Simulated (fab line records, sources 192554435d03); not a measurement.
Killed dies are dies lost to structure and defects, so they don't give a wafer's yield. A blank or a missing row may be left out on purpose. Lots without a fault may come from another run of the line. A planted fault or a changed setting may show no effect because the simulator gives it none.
Which tool did it? | flow n5_finfet | 24 lots, 72 wafers sampled, at 6 steps of a route of 1938

WHAT THE GAUGES READ, wafer by wafer
N5_BEOL_M0_SAQP_INSPECT_16: inspects for defects (brightfield). Usual: raw_defect_count 489, standard deviation 150.
lot  | measured     | on                | raw_defect_count | flag
L074 | day 6 01:24  | defect_inspect-02 | 370 330 246      |
L076 | day 6 03:14  | defect_inspect-02 | 325 398 324      |
L077 | day 6 19:53  | defect_inspect-01 | 514 303 605      |
L078 | day 6 20:02  | defect_inspect-02 | 554 487 353      |
L075 | day 6 20:12  | defect_inspect-02 | 475 536 534      |
L079 | day 6 20:36  | defect_inspect-02 | 425 436 445      |
L080 | day 7 04:10  | defect_inspect-02 | 971 536 652      |
L081 | day 7 10:59  | defect_inspect-02 | 398 428 313      |
L082 | day 7 15:52  | defect_inspect-01 | 619 380 608      |
L083 | day 7 20:10  | defect_inspect-02 | 491 308 420      |
L084 | day 8 06:22  | defect_inspect-01 | 339 359 558      |
L085 | day 8 13:56  | defect_inspect-02 | 432 453 440      |
L086 | day 8 16:08  | defect_inspect-01 | 346 438 364      |
L087 | day 8 19:26  | defect_inspect-02 | 363 431 302      |
L088 | day 9 00:40  | defect_inspect-01 | 385 284 356      |
L089 | day 9 10:42  | defect_inspect-01 | 439 750 534      |
L090 | day 9 12:43  | defect_inspect-01 | 530 625 579      |
L091 | day 9 15:22  | defect_inspect-02 | 421 394 412      |
L092 | day 10 01:38 | defect_inspect-01 | 443 314 391      |
L093 | day 10 04:52 | defect_inspect-01 | 672 452 512      |
L094 | day 10 16:28 | defect_inspect-01 | 385 304 511      |
L095 | day 10 21:25 | defect_inspect-01 | 883 321 826      |
L096 | day 11 01:00 | defect_inspect-01 | 983 524 1071     |
L097 | day 11 08:00 | defect_inspect-01 | 765 746 676      |

N5_BEOL_M0_SAQP_CD_MEAS_25: target cd 13.1 nm. Usual: cd_nm 12.82 nm, standard deviation 0.21.
lot  | measured     | on        | cd_nm (nm)        | flag
L074 | day 6 03:00  | cd_sem-01 | 12.79 12.72 12.57 |
L076 | day 6 04:50  | cd_sem-02 | 12.94 12.63 12.46 |
L077 | day 6 21:32  | cd_sem-02 | 13.03 12.85 13.13 |
L078 | day 6 22:19  | cd_sem-02 | 12.80 12.93 12.96 |
L075 | day 6 22:23  | cd_sem-02 | 13.00 13.12 12.88 |
L079 | day 6 22:48  | cd_sem-01 | 12.77 12.86 12.69 |
L080 | day 7 06:04  | cd_sem-02 | 12.53 13.19 12.42 |
L081 | day 7 12:41  | cd_sem-03 | 12.91 12.76 12.56 |
L082 | day 7 18:07  | cd_sem-02 | 12.64 13.07 12.85 |
L083 | day 7 23:26  | cd_sem-01 | 12.79 13.20 13.03 |
L084 | day 8 08:11  | cd_sem-03 | 13.02 12.76 12.81 |
L085 | day 8 15:49  | cd_sem-01 | 12.69 12.72 13.28 |
L086 | day 8 17:55  | cd_sem-02 | 12.55 12.67 12.96 |
L087 | day 8 21:04  | cd_sem-01 | 13.02 12.89 12.97 |
L088 | day 9 03:32  | cd_sem-02 | 12.91 12.92 12.81 |
L089 | day 9 12:40  | cd_sem-02 | 12.93 12.88 13.01 |
L090 | day 9 14:52  | cd_sem-03 | 12.55 12.73 12.53 |
L091 | day 9 17:10  | cd_sem-01 | 12.24 12.69 12.76 |
L092 | day 10 03:17 | cd_sem-02 | 12.74 12.89 12.72 |
L093 | day 10 07:19 | cd_sem-01 | 12.82 12.78 12.56 |
L094 | day 10 18:19 | cd_sem-01 | 12.66 13.00 13.20 |
L095 | day 10 23:01 | cd_sem-02 | 12.71 12.81 12.75 |
L096 | day 11 02:37 | cd_sem-03 | 12.75 12.56 12.78 |
L097 | day 11 09:41 | cd_sem-01 | 12.97 12.67 12.72 |

WHICH TOOL RAN EACH LOT (tool, then ch and the chambers of the sampled wafers, then the start)
lot  | N5_BEOL_M0_SAQP_PECVD_04        | N5_BEOL_M0_SAQP_DESCUM_19          | N5_BEOL_M0_SAQP_HM_OPEN_112        | N5_BEOL_M0_SAQP_MANDREL1_REMOVE_100
L074 | pecvd-04 ch 1,2, day 6 00:46    | rie_diel-06 ch 1,2,3, day 6 01:26  | rie_diel-06 ch 1,2,3, day 6 01:38  | rie_si-05 ch 0,2,3, day 6 02:53
L076 | pecvd-01 ch 0,1, day 6 02:36    | rie_diel-06 ch 0,3, day 6 03:16    | rie_diel-06 ch 0,3, day 6 03:28    | rie_si-04 ch 0,3, day 6 04:43
L077 | pecvd-01 ch 1,2, day 6 19:15    | rie_diel-02 ch 0,1,2, day 6 19:58  | rie_diel-02 ch 0,1,2, day 6 20:10  | rie_si-05 ch 0,1,2, day 6 21:25
L078 | pecvd-04 ch 1,2, day 6 19:16    | rie_diel-06 ch 2,3, day 6 20:04    | rie_diel-06 ch 2,3, day 6 20:16    | rie_si-04 ch 0,2, day 6 22:12
L075 | pecvd-03 ch 1,2, day 6 19:17    | rie_diel-03 ch 0,2,3, day 6 20:14  | rie_diel-03 ch 0,2,3, day 6 20:26  | rie_si-05 ch 1,2,3, day 6 22:17
L079 | pecvd-04 ch 0,1, day 6 19:58    | rie_diel-06 ch 0,1,2, day 6 20:39  | rie_diel-06 ch 0,1,2, day 6 20:50  | rie_si-05 ch 0,2,3, day 6 22:41
L080 | pecvd-01 ch 0,1, day 7 03:40    | rie_diel-02 ch 0,2,3, day 7 04:28  | rie_diel-02 ch 0,2,3, day 7 04:40  | rie_si-04 ch 1,2,3, day 7 05:57
L081 | pecvd-03 ch 0,1,2, day 7 10:29  | rie_diel-06 ch 1,2,3, day 7 11:01  | rie_diel-06 ch 1,2,3, day 7 11:13  | rie_si-06 ch 0,1,2, day 7 12:34
L082 | pecvd-03 ch 1,2, day 7 15:14    | rie_diel-06 ch 1,2, day 7 16:22    | rie_diel-06 ch 1,2, day 7 16:34    | rie_si-05 ch 2,3, day 7 18:01
L083 | pecvd-01 ch 0,2, day 7 19:32    | rie_diel-03 ch 1,2, day 7 20:12    | rie_diel-03 ch 1,2, day 7 20:23    | rie_si-05 ch 2,3, day 7 23:19
L084 | pecvd-01 ch 0,1, day 8 05:52    | rie_diel-02 ch 0,2, day 8 06:25    | rie_diel-02 ch 0,2, day 8 06:36    | rie_si-06 ch 2,3, day 8 08:04
L085 | pecvd-01 ch 0,2, day 8 13:17    | rie_diel-02 ch 0,1,2, day 8 13:59  | rie_diel-02 ch 0,1,2, day 8 14:10  | rie_si-04 ch 1,2, day 8 15:42
L086 | pecvd-01 ch 0,1,2, day 8 15:29  | rie_diel-02 ch 0,1,3, day 8 16:10  | rie_diel-02 ch 0,1,3, day 8 16:21  | rie_si-05 ch 1,2,3, day 8 17:48
L087 | pecvd-03 ch 0,1,2, day 8 18:48  | rie_diel-02 ch 2,3, day 8 19:28    | rie_diel-02 ch 2,3, day 8 19:40    | rie_si-05 ch 1,2,3, day 8 20:58
L088 | pecvd-01 ch 1,2, day 9 00:01    | rie_diel-06 ch 0,1,2, day 9 00:50  | rie_diel-06 ch 0,1,2, day 9 01:02  | rie_si-05 ch 2,3, day 9 03:25
L089 | pecvd-04 ch 1,2, day 9 10:04    | rie_diel-06 ch 0,1, day 9 11:06    | rie_diel-06 ch 0,1, day 9 11:17    | rie_si-06 ch 0,2,3, day 9 12:33
L090 | pecvd-03 ch 0,1, day 9 12:11    | rie_diel-06 ch 0,1, day 9 12:47    | rie_diel-06 ch 0,1, day 9 12:59    | rie_si-06 ch 0,2,3, day 9 14:46
L091 | pecvd-03 ch 0,1,2, day 9 14:51  | rie_diel-06 ch 2,3, day 9 15:23    | rie_diel-06 ch 2,3, day 9 15:35    | rie_si-04 ch 1,2,3, day 9 17:04
L092 | pecvd-04 ch 0,1, day 10 01:00   | rie_diel-02 ch 0,2,3, day 10 01:40 | rie_diel-02 ch 0,2,3, day 10 01:52 | rie_si-06 ch 1,2, day 10 03:11
L093 | pecvd-03 ch 0,1,2, day 10 04:22 | rie_diel-06 ch 0,1, day 10 04:54   | rie_diel-06 ch 0,1, day 10 05:05   | rie_si-05 ch 0,1, day 10 07:12
L094 | pecvd-01 ch 0,2, day 10 15:50   | rie_diel-02 ch 2,3, day 10 16:29   | rie_diel-02 ch 2,3, day 10 16:41   | rie_si-05 ch 0,1,2, day 10 18:13
L095 | pecvd-01 ch 0,1,2, day 10 20:47 | rie_diel-06 ch 0,1,2, day 10 21:27 | rie_diel-06 ch 0,1,2, day 10 21:38 | rie_si-04 ch 0,1,3, day 10 22:55
L096 | pecvd-04 ch 1,2, day 11 00:28   | rie_diel-03 ch 0,1,2, day 11 01:03 | rie_diel-03 ch 0,1,2, day 11 01:14 | rie_si-06 ch 0,1,2, day 11 02:30
L097 | pecvd-03 ch 1,2, day 11 07:22   | rie_diel-06 ch 0,2,3, day 11 08:02 | rie_diel-06 ch 0,2,3, day 11 08:13 | rie_si-04 ch 2,3, day 11 09:35
- N5_BEOL_M0_SAQP_PECVD_04: deposits a-Si from SiH4/He, target thk 60 nm, time 60.2 s.
- N5_BEOL_M0_SAQP_DESCUM_19: chemistry O2, time 7.9 s.
- N5_BEOL_M0_SAQP_HM_OPEN_112: chemistry CHF3/O2, target SiO2, stops on a-Si, target depth 12 nm, time 13.5 s.
- N5_BEOL_M0_SAQP_MANDREL1_REMOVE_100: chemistry HBr/Cl2/O2, target a-Si, stops on SiNx, bt time 10 s.

WHAT THE TOOLS THEMSELVES READ (means of the sampled wafers that have a number; where no wafer has one, the mark that the record gives instead)
N5_BEOL_M0_SAQP_PECVD_04. Usual: heater_power_outer_w 350 W, standard deviation 57; heater_power_w 614 W, standard deviation 110; showerhead_plenum_p_Torr 5.67 Torr, standard deviation 0.059; throttle_valve_pct 18.2 %, standard deviation 0.89.
lot  | tool     | heater_power_outer_w (W) | heater_power_w (W) | showerhead_plenum_p_Torr (Torr) | throttle_valve_pct (%) | flag
L074 | pecvd-04 | 420                      | 757                | 5.64                            | 18.5                   |
L076 | pecvd-01 | 355                      | 611                | 5.69                            | 18.6                   |
L077 | pecvd-01 | 292                      | 535                | 5.72                            | 17.0                   |
L078 | pecvd-04 | 378                      | 674                | 5.61                            | 18.7                   |
L075 | pecvd-03 | 393                      | 673                | 5.72                            | 17.8                   |
L079 | pecvd-04 | 419                      | 773                | 5.59                            | 18.4                   |
L080 | pecvd-01 | 372                      | 647                | 5.69                            | 18.5                   |
L081 | pecvd-03 | 312                      | 543                | 5.69                            | 18.1                   |
L082 | pecvd-03 | 346                      | 567                | 5.68                            | 18.6                   |
L083 | pecvd-01 | 308                      | 539                | 5.66                            | 18.4                   |
L084 | pecvd-01 | 359                      | 624                | 5.69                            | 18.4                   |
L085 | pecvd-01 | 282                      | 500                | 5.69                            | 17.7                   |
L086 | pecvd-01 | 328                      | 582                | 5.70                            | 17.8                   |
L087 | pecvd-03 | 325                      | 552                | 5.69                            | 18.3                   |
L088 | pecvd-01 | 330                      | 592                | 5.74                            | 17.2                   |
L089 | pecvd-04 | 406                      | 714                | 5.62                            | 18.9                   |
L090 | pecvd-03 | 276                      | 476                | 5.64                            | 18.7                   |
L091 | pecvd-03 | 340                      | 570                | 5.68                            | 18.3                   |
L092 | pecvd-04 | 407                      | 751                | 5.59                            | 18.7                   |
L093 | pecvd-03 | 332                      | 559                | 5.70                            | 18.3                   |
L094 | pecvd-01 | 293                      | 523                | 5.68                            | 18.4                   |
L095 | pecvd-01 | 329                      | 590                | 5.71                            | 17.9                   |
L096 | pecvd-04 | 409                      | 712                | 5.61                            | 18.5                   |
L097 | pecvd-03 | 384                      | 652                | 5.72                            | 17.8                   |

N5_BEOL_M0_SAQP_DESCUM_19. Usual: drypump_motor_current_A 5.6 A, standard deviation 0.31; oes_product_au 0.78 a.u., standard deviation 0.09; rf_vpp_V 243.0 V, standard deviation 1.6; showerhead_plenum_p_Torr 2.08 Torr, standard deviation 0.086; throttle_valve_pct 20.4 %, standard deviation 0.37.
lot  | tool        | drypump_motor_current_A (A) | oes_product_au (a.u.) | rf_vpp_V (V) | showerhead_plenum_p_Torr (Torr) | throttle_valve_pct (%) | flag
L074 | rie_diel-06 | 5.6                         | 0.74                  | 241.8        | 2.05                            | 20.5                   |
L076 | rie_diel-06 | 5.6                         | 0.69                  | 241.4        | 2.04                            | 20.6                   |
L077 | rie_diel-02 | 5.5                         | 0.78                  | 242.9        | 2.05                            | 20.6                   |
L078 | rie_diel-06 | 5.5                         | 0.69                  | 242.7        | 2.02                            | 20.4                   |
L075 | rie_diel-03 | 5.9                         | 0.72                  | 241.9        | 2.06                            | 20.4                   |
L079 | rie_diel-06 | 5.7                         | 0.74                  | 242.7        | 2.09                            | 20.4                   |
L080 | rie_diel-02 | 5.7                         | 0.81                  | 243.3        | 2.09                            | 20.3                   |
L081 | rie_diel-06 | 5.6                         | 0.73                  | 243.6        | 2.04                            | 20.5                   |
L082 | rie_diel-06 | 5.7                         | 0.75                  | 243.9        | 2.11                            | 20.2                   |
L083 | rie_diel-03 | 6.0                         | 0.72                  | 242.2        | 2.04                            | 20.2                   |
L084 | rie_diel-02 | 5.8                         | 0.75                  | 242.4        | 2.00                            | 20.5                   |
L085 | rie_diel-02 | 5.5                         | 0.77                  | 242.0        | 2.04                            | 20.6                   |
L086 | rie_diel-02 | 5.3                         | 0.81                  | 242.8        | 2.12                            | 20.4                   |
L087 | rie_diel-02 | 5.7                         | 0.75                  | 243.2        | 2.07                            | 20.5                   |
L088 | rie_diel-06 | 5.7                         | 0.83                  | 243.4        | 2.08                            | 20.3                   |
L089 | rie_diel-06 | 5.6                         | 0.84                  | 242.4        | 2.04                            | 20.7                   |
L090 | rie_diel-06 | 5.7                         | 0.90                  | 241.9        | 2.05                            | 20.4                   |
L091 | rie_diel-06 | 5.5                         | 0.88                  | 244.5        | 2.19                            | 20.2                   |
L092 | rie_diel-02 | 5.7                         | 0.78                  | 242.2        | 2.08                            | 20.4                   |
L093 | rie_diel-06 | 5.7                         | 0.83                  | 242.7        | 2.04                            | 20.7                   |
L094 | rie_diel-02 | 5.5                         | 0.78                  | 244.1        | 2.15                            | 20.3                   |
L095 | rie_diel-06 | 5.7                         | 0.81                  | 243.3        | 2.08                            | 20.3                   |
L096 | rie_diel-03 | 5.7                         | 0.78                  | 243.7        | 2.05                            | 20.3                   |
L097 | rie_diel-06 | 5.6                         | 0.85                  | 244.1        | 2.13                            | 20.1                   |

N5_BEOL_M0_SAQP_HM_OPEN_112. Usual: drypump_motor_current_A 5.6 A, standard deviation 0.31; oes_product_au 0.51 a.u., standard deviation 0.055; rf_vpp_V 527 V, standard deviation 12; showerhead_plenum_p_Torr 2.41 Torr, standard deviation 0.092; throttle_valve_pct 18.9 %, standard deviation 0.38.
lot  | tool        | drypump_motor_current_A (A) | oes_product_au (a.u.) | rf_vpp_V (V) | showerhead_plenum_p_Torr (Torr) | throttle_valve_pct (%) | flag
L074 | rie_diel-06 | 5.6                         | 0.48                  | 526          | 2.39                            | 19.1                   |
L076 | rie_diel-06 | 5.6                         | 0.45                  | 536          | 2.35                            | 19.0                   |
L077 | rie_diel-02 | 5.5                         | 0.52                  | 525          | 2.38                            | 19.1                   |
L078 | rie_diel-06 | 5.5                         | 0.46                  | 532          | 2.37                            | 19.1                   |
L075 | rie_diel-03 | 5.9                         | 0.48                  | 513          | 2.37                            | 18.8                   |
L079 | rie_diel-06 | 5.7                         | 0.49                  | 526          | 2.42                            | 18.9                   |
L080 | rie_diel-02 | 5.7                         | 0.53                  | 529          | 2.42                            | 18.9                   |
L081 | rie_diel-06 | 5.6                         | 0.48                  | 526          | 2.39                            | 19.1                   |
L082 | rie_diel-06 | 5.8                         | 0.50                  | 521          | 2.47                            | 18.8                   |
L083 | rie_diel-03 | 6.0                         | 0.46                  | 526          | 2.36                            | 18.5                   |
L084 | rie_diel-02 | 5.8                         | 0.49                  | 536          | 2.33                            | 19.1                   |
L085 | rie_diel-02 | 5.5                         | 0.51                  | 524          | 2.38                            | 19.1                   |
L086 | rie_diel-02 | 5.3                         | 0.54                  | 518          | 2.46                            | 18.9                   |
L087 | rie_diel-02 | 5.7                         | 0.50                  | 537          | 2.39                            | 18.9                   |
L088 | rie_diel-06 | 5.7                         | 0.54                  | 526          | 2.41                            | 18.8                   |
L089 | rie_diel-06 | 5.7                         | 0.54                  | 527          | 2.36                            | 19.1                   |
L090 | rie_diel-06 | 5.7                         | 0.58                  | 532          | 2.36                            | 18.7                   |
L091 | rie_diel-06 | 5.5                         | 0.59                  | 538          | 2.56                            | 18.9                   |
L092 | rie_diel-02 | 5.7                         | 0.51                  | 529          | 2.41                            | 18.9                   |
L093 | rie_diel-06 | 5.6                         | 0.53                  | 526          | 2.36                            | 19.1                   |
L094 | rie_diel-02 | 5.6                         | 0.51                  | 531          | 2.46                            | 18.7                   |
L095 | rie_diel-06 | 5.7                         | 0.52                  | 526          | 2.41                            | 18.8                   |
L096 | rie_diel-03 | 5.7                         | 0.50                  | 514          | 2.37                            | 18.7                   |
L097 | rie_diel-06 | 5.6                         | 0.56                  | 534          | 2.48                            | 18.6                   |

N5_BEOL_M0_SAQP_MANDREL1_REMOVE_100. Usual: drypump_motor_current_A 5.8 A, standard deviation 0.41; oes_product_au 1.000 a.u., standard deviation 0.016; throttle_valve_pct 36.5 %, standard deviation 0.52.
lot  | tool      | drypump_motor_current_A (A) | oes_product_au (a.u.) | throttle_valve_pct (%) | flag
L074 | rie_si-05 | 5.7                         | 1.010                 | 36.9                   |
L076 | rie_si-04 | 6.2                         | 1.008                 | 36.3                   |
L077 | rie_si-05 | 5.7                         | 0.995                 | 36.8                   |
L078 | rie_si-04 | 6.0                         | 1.023                 | 37.0                   |
L075 | rie_si-05 | 5.5                         | 1.002                 | 36.7                   |
L079 | rie_si-05 | 5.7                         | 1.005                 | 36.9                   |
L080 | rie_si-04 | 5.7                         | 1.006                 | 36.4                   |
L081 | rie_si-06 | 6.0                         | 0.988                 | 36.2                   |
L082 | rie_si-05 | 5.3                         | 0.993                 | 37.1                   |
L083 | rie_si-05 | 5.4                         | 1.008                 | 36.8                   |
L084 | rie_si-06 | 6.0                         | 0.973                 | 36.3                   |
L085 | rie_si-04 | 5.6                         | 1.014                 | 36.8                   |
L086 | rie_si-05 | 5.5                         | 1.001                 | 36.7                   |
L087 | rie_si-05 | 5.5                         | 1.005                 | 36.7                   |
L088 | rie_si-05 | 5.3                         | 1.009                 | 37.2                   |
L089 | rie_si-06 | 6.0                         | 0.992                 | 36.4                   |
L090 | rie_si-06 | 5.9                         | 0.986                 | 36.4                   |
L091 | rie_si-04 | 5.7                         | 1.015                 | 36.4                   |
L092 | rie_si-06 | 6.1                         | 0.980                 | 36.1                   |
L093 | rie_si-05 | 5.9                         | 1.004                 | 36.3                   |
L094 | rie_si-05 | 5.7                         | 0.998                 | 36.8                   |
L095 | rie_si-04 | 5.8                         | 1.005                 | 36.1                   |
L096 | rie_si-06 | 6.1                         | 0.980                 | 36.2                   |
L097 | rie_si-04 | 6.0                         | 1.014                 | 36.9                   |

THE ANSWER, worked out from the rows above alone
Rule: a lot is off if the mean of its wafers that have a number lies more than 3 standard deviations from the usual mean. A lot without any number at a reading at which 4 lots or more have one is off too. The other lots that the step has rows for count as sound. The gauges are gone through in route order, then the tools' own readings, and for those a lot's mean is taken as printed above. The first step at which some lot is off is used, and at that step the reading that is off furthest; a lot without a number counts as furthest.
No lot is off at any reading shown: from this, nothing can be told.

WHAT THE SIMULATOR HAD PUT IN
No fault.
